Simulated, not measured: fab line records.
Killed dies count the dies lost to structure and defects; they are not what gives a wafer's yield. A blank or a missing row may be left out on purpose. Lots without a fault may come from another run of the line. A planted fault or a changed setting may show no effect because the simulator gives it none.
Matching of chambers	flow nand-harc	NHARC_A_STAIRCASE_TRIM_187 on rie-diel-10 has 4 sister chambers
The step chemistry O2, time 211.2 s. 4 wafers are shown with their chamber, then 7 later ones without.

WAFERS PAIRED WITH THEIR CHAMBERS
wafer	chamber	showerhead-plenum-p-Torr (Torr)
L086.1	0	3.39
L086.6	1	3.55
L088.2	3	3.35
L088.5	2	3.31

WAFERS WITH NO CHAMBER GIVEN
wafer	showerhead-plenum-p-Torr (Torr)
L088.6	3.55
L092.1	3.30
L092.2	3.38
L092.3	3.34
L095.1	3.53
L095.2	3.34
L095.6	3.33

EACH ONE'S CHAMBER
wafer	from the rows above	in truth
L088.6	1	1
L092.1	2	2
L092.2	can't be placed: 0 or 3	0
L092.3	can't be placed: 3 or 2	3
L095.1	1	1
L095.2	can't be placed: 3 or 2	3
L095.6	can't be placed: 2 or 3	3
Correct placement for 3 of the 7. Can't be placed from these rows: 4 (the true chamber is among the candidates in 4). Wrongly placed: 0.
How it was worked out, from the rows above alone: a wafer's distance from a chamber is the root of the sum, over the readings, of the square of ((its reading less the chamber's mean) divided by the reading's scatter). The wafer belongs to the nearest chamber; if the next one is less than 2 further off, it can't be placed. Each chamber's mean is taken over the wafers shown for it. The scatter: root of mean squared gap, hidden wafer to nearest shown wafer, with one shown wafer a chamber.
